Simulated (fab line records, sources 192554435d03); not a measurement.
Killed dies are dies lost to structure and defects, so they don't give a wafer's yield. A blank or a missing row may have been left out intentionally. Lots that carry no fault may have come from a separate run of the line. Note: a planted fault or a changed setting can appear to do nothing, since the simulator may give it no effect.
Which tool was responsible?    flow n5_finfet    9 lots with 27 wafers sampled at 5 steps, on a route of 1938 steps

WHAT EACH GAUGE READ, for each wafer
N5_WELL_APT_CD_MEAS_08: the cd target is 200 nm. Usual: cd_nm at 199.8 nm, with a standard deviation of 1.1.
lot   measured     on         cd_nm (nm)         flag
L900  day 1 13:47  cd_sem-03  199.1 201.5 201.4  
L901  day 1 19:35  cd_sem-03  200.9 201.1 201.0  
L903  day 2 08:04  cd_sem-01  198.5 199.5 199.8  
L904  day 2 13:59  cd_sem-02  202.8 201.2 200.8  
L906  day 3 02:01  cd_sem-01  199.0 198.9 199.8  
L908  day 3 13:55  cd_sem-02  198.0 198.9 199.1  
L919  day 6 07:49  cd_sem-02  199.3 201.0 200.9  
L921  day 6 19:44  cd_sem-03  201.1 200.5 200.3  
L922  day 7 01:55  cd_sem-02  197.0 197.5 198.5  

N5_BEOL_M4_RC_MEAS_101. Usual: CJ_N 4.36, standard deviation 0.084; DIBL_N 36.3 mV/V, standard deviation 1.4; DIBL_P 36.2 mV/V, standard deviation 1.5; IOFF_N 0.160 nA/um, standard deviation 0.021; IOFF_N_LONG 5.61e-05 nA/um, standard deviation 2.4e-06; IOFF_P 0.211 nA/um, standard deviation 0.027; ION_N 676 uA/um, standard deviation 7.7; ION_P 463 uA/um, standard deviation 5.5; RS_PWELL 3006 ohm/sq, standard deviation 24; SS_N 71.4 mV/dec, standard deviation 0.57; SS_P 73.3 mV/dec, standard deviation 0.58; VT_N 249.3 mV, standard deviation 2.5; VT_P -250.1 mV, standard deviation 2.6.
lot   measured      on         CJ_N            DIBL_N (mV/V)   DIBL_P (mV/V)   IOFF_N (nA/um)     IOFF_N_LONG (nA/um)         IOFF_P (nA/um)     ION_N (uA/um)  ION_P (uA/um)  RS_PWELL (ohm/sq)  SS_N (mV/dec)   SS_P (mV/dec)   VT_N (mV)          VT_P (mV)             flag
L900  day 7 19:00   prober-01  4.42 4.40 4.49  34.3 35.3 36.3  34.3 34.4 35.6  0.147 0.144 0.168  5.44e-05 5.51e-05 5.59e-05  0.183 0.182 0.192  673 667 679    460 455 460    2981 3037 3028     71.0 71.3 72.2  73.4 73.5 73.1  249.2 251.0 247.8  -253.5 -253.1 -251.2  
L901  day 8 13:32   prober-01  4.28 4.30 4.29  38.2 37.7 39.7  38.3 36.9 38.2  0.174 0.154 0.195  5.67e-05 5.52e-05 5.65e-05  0.251 0.215 0.248  683 675 675    471 464 465    2996 2992 2998     72.4 72.0 72.0  73.7 73.3 73.9  248.6 250.5 248.5  -245.4 -246.7 -249.7  
L903  day 8 15:43   prober-02  4.38 4.37 4.33  37.4 37.2 37.6  37.7 36.4 37.6  0.176 0.156 0.172  5.87e-05 5.75e-05 5.79e-05  0.234 0.216 0.230  681 669 673    472 460 465    3032 3010 3006     71.2 71.7 71.4  74.2 74.4 73.6  245.6 251.1 246.3  -246.2 -246.7 -246.6  
L904  day 8 21:04   prober-02  4.34 4.30 4.43  37.4 35.2 37.5  38.7 35.6 38.4  0.190 0.150 0.201  5.73e-05 5.68e-05 5.77e-05  0.217 0.176 0.208  691 671 688    466 457 466    3040 3013 3043     71.3 70.5 71.4  72.6 72.5 72.7  247.0 248.2 245.2  -251.9 -253.0 -251.5  
L906  day 9 13:05   prober-01  4.50 4.37 4.45  38.6 38.2 37.8  37.1 37.4 35.5  0.156 0.152 0.137  5.03e-05 4.97e-05 5.04e-05  0.234 0.229 0.201  668 673 674    467 469 461    3011 3026 2994     71.9 71.0 71.8  73.6 73.6 73.1  252.9 249.7 253.1  -250.9 -249.4 -250.7  
L908  day 10 01:46  prober-01  4.38 4.40 4.49  35.9 35.3 35.4  37.6 36.3 35.6  0.178 0.157 0.154  5.85e-05 5.85e-05 5.87e-05  0.229 0.213 0.201  687 672 679    463 461 461    3032 3019 3007     71.1 70.7 70.4  73.7 73.3 73.0  248.4 251.2 248.0  -251.9 -250.3 -248.6  
L919  day 12 12:07  prober-02  5.44 5.49 5.39  34.8 34.7 34.0  33.6 34.5 33.2  0.134 0.147 0.129  6.86e-05 6.98e-05 6.86e-05  0.178 0.185 0.174  664 677 665    459 460 455    2914 2944 2944     70.1 71.3 70.3  72.8 73.0 72.7  251.9 247.3 250.0  -250.3 -255.1 -253.7  OFF
L921  day 13 12:47  prober-01  5.42 5.32 5.39  36.3 33.7 34.1  38.9 35.2 36.2  0.164 0.123 0.134  6.61e-05 6.81e-05 6.66e-05  0.245 0.191 0.199  676 660 669    468 462 461    2894 2886 2881     71.1 70.8 70.4  73.8 72.5 73.5  249.2 251.5 252.4  -249.6 -248.4 -251.2  OFF
L922  day 13 20:19  prober-01  4.44 4.43 4.50  36.9 36.1 37.2  37.2 36.4 37.9  0.179 0.162 0.189  5.43e-05 5.47e-05 5.59e-05  0.233 0.231 0.242  680 683 687    468 469 471    3019 2999 3028     71.7 71.4 72.7  73.4 74.0 74.3  249.0 249.9 247.6  -246.6 -250.1 -248.8  

TOOL THAT RAN EACH LOT (tool first, then ch and the chambers of the sampled wafers, then the start)
lot   N5_ZERO_LAYER_DESCUM_16            N5_WELL_APT_IMPLANT_32          N5_PMOS_HMC_CHANNEL_EPI_STRIP_33
L900  rie_diel-03 ch 0,1,3, day 1 12:55  implanter-02 ch 0, day 1 15:38  rie_diel-03 ch 0,1,3, day 1 17:31
L901  rie_diel-01 ch 1,2,3, day 1 18:41  implanter-01 ch 0, day 1 22:33  rie_diel-03 ch 0,3, day 2 00:44
L903  rie_diel-02 ch 1,2,3, day 2 06:51  implanter-02 ch 0, day 2 09:35  rie_diel-01 ch 0,1, day 2 11:42
L904  rie_diel-03 ch 1,3, day 2 13:06    implanter-02 ch 0, day 2 15:41  rie_diel-01 ch 1,2, day 2 17:49
L906  rie_diel-01 ch 0,3, day 3 00:48    implanter-01 ch 0, day 3 03:34  rie_diel-02 ch 1,2, day 3 05:56
L908  rie_diel-01 ch 0,1,3, day 3 12:48  implanter-01 ch 0, day 3 15:45  rie_diel-02 ch 0,3, day 3 17:59
L919  rie_diel-01 ch 0,2,3, day 6 06:48  implanter-02 ch 0, day 6 09:52  rie_diel-03 ch 0,1,2, day 6 11:54
L921  rie_diel-02 ch 1,2,3, day 6 18:49  implanter-02 ch 0, day 6 21:23  rie_diel-03 ch 0,1,2, day 6 23:23
L922  rie_diel-01 ch 0,1, day 7 00:55    implanter-01 ch 0, day 7 03:42  rie_diel-02 ch 0,1, day 7 05:57
- N5_ZERO_LAYER_DESCUM_16: chemistry O2, time 7.9 s.
- N5_WELL_APT_IMPLANT_32
- N5_PMOS_HMC_CHANNEL_EPI_STRIP_33: strips in N2/H2.

AS READ BY THE TOOLS THEMSELVES (means over the sampled wafers that have a number; for cases with no such wafer, the mark the record gives instead)
N5_ZERO_LAYER_DESCUM_16. Usual: chamber_pressure_mTorr 20.001 mTorr, standard deviation 0.016; drypump_motor_current_A 5.6 A, standard deviation 0.48; oes_product_au 0.81 a.u., standard deviation 0.085; rf_vpp_V 243.7 V, standard deviation 1.4; showerhead_plenum_p_Torr 2.12 Torr, standard deviation 0.066; throttle_valve_pct 20.37 %, standard deviation 0.25.
lot   tool         chamber_pressure_mTorr (mTorr)  drypump_motor_current_A (A)  oes_product_au (a.u.)  rf_vpp_V (V)  showerhead_plenum_p_Torr (Torr)  throttle_valve_pct (%)  flag
L900  rie_diel-03  20.000                          6.0                          0.73                   244.7         2.14                             20.42                   
L901  rie_diel-01  19.989                          5.4                          0.81                   243.8         2.11                             20.33                   
L903  rie_diel-02  19.993                          5.2                          0.78                   242.7         2.09                             20.55                   
L904  rie_diel-03  20.006                          6.3                          0.74                   244.3         2.16                             20.47                   
L906  rie_diel-01  19.995                          5.6                          0.96                   245.2         2.18                             20.37                   
L908  rie_diel-01  20.001                          5.6                          0.90                   244.6         2.16                             20.37                   
L919  rie_diel-01  20.003                          5.4                          0.88                   244.2         2.14                             20.32                   
L921  rie_diel-02  19.989                          5.3                          0.75                   243.0         2.08                             20.59                   
L922  rie_diel-01  19.999                          5.7                          0.81                   244.1         2.14                             20.41                   

N5_WELL_APT_IMPLANT_32. Usual: dose_ions_cm2 2.0003e+13, standard deviation 2.1e+10; faraday_current_uA 253, standard deviation 4.9; tilt_deg 0.000 degrees, standard deviation 0.02.
lot   tool          dose_ions_cm2  faraday_current_uA  tilt_deg (degrees)  flag
L900  implanter-02  2.0014e+13     256                 -0.006              
L901  implanter-01  1.9977e+13     252                 -0.004              
L903  implanter-02  2.0005e+13     256                 0.020               
L904  implanter-02  2.0011e+13     256                 -0.021              
L906  implanter-01  2.0018e+13     252                 -0.019              
L908  implanter-01  2.0011e+13     252                 0.018               
L919  implanter-02  3.0505e+13     394                 -0.007              OFF
L921  implanter-02  3.0481e+13     384                 0.023               OFF
L922  implanter-01  1.9981e+13     251                 0.011               

N5_PMOS_HMC_CHANNEL_EPI_STRIP_33. Usual: chamber_pressure_mTorr is 49.99 mTorr with standard deviation 0.085, drypump_motor_current_A is 5.8 A with standard deviation 0.54, h2_flow_sccm is 300.0 sccm with standard deviation 0.87, oes_product_au is 0.81 a.u. with standard deviation 0.099, rf_vpp_V is 54.3 V with standard deviation 1.6, showerhead_plenum_p_Torr is 3.42 Torr with standard deviation 0.11, and throttle_valve_pct is 18.73 % with standard deviation 0.22.
lot   tool         chamber_pressure_mTorr (mTorr)  drypump_motor_current_A (A)  h2_flow_sccm (sccm)  oes_product_au (a.u.)  rf_vpp_V (V)  showerhead_plenum_p_Torr (Torr)  throttle_valve_pct (%)  flag
L900  rie_diel-03  49.98                           6.0                          300.5                0.72                   54.7          3.42                             18.82                   
L901  rie_diel-03  50.02                           5.8                          299.6                0.71                   54.5          3.41                             18.96                   
L903  rie_diel-01  50.05                           5.7                          300.3                0.87                   54.7          3.46                             18.73                   
L904  rie_diel-01  50.03                           5.4                          299.8                0.86                   53.9          3.36                             18.54                   
L906  rie_diel-02  49.97                           5.3                          300.7                0.82                   54.7          3.30                             18.83                   
L908  rie_diel-02  49.92                           5.3                          299.0                0.74                   55.5          3.48                             18.75                   
L919  rie_diel-03  49.98                           6.2                          300.0                0.88                   54.9          3.46                             18.57                   
L921  rie_diel-03  49.95                           6.2                          300.0                0.87                   54.9          3.45                             18.59                   
L922  rie_diel-02  50.08                           5.9                          300.6                0.72                   53.6          3.38                             19.04                   

THE ANSWER, worked out from the rows above alone
Rule: take the mean of a lot's wafers that have a number; if it is more than 3 standard deviations from the usual mean, the lot is off. A lot without any number at a reading at which 4 lots or more have one is off too. All remaining lots with rows at the step are treated as sound. Order of review: gauges by route order, followed by the tools' own readings, for which a lot's mean as printed above is used. At the first step where some lot is off, the reading lying furthest off is the one used; lots without a number count as furthest.
Off: L919, L921, at N5_BEOL_M4_RC_MEAS_101 (CJ_N).
A tool fits if, at a process step before that reading, it ran every lot that is off, and no sound lot after the first of them. The gauges at N5_BEOL_M4_RC_MEAS_101 aren't tried: what is off there is off at N5_WELL_APT_IMPLANT_32 too, on other tools, and a gauge's error can't cause that. 2 tools fit, implanter-02 at N5_WELL_APT_IMPLANT_32 and rie_diel-03 at N5_PMOS_HMC_CHANNEL_EPI_STRIP_33, so this cannot tell which one it is.

WHAT THE SIMULATOR HAD PUT IN
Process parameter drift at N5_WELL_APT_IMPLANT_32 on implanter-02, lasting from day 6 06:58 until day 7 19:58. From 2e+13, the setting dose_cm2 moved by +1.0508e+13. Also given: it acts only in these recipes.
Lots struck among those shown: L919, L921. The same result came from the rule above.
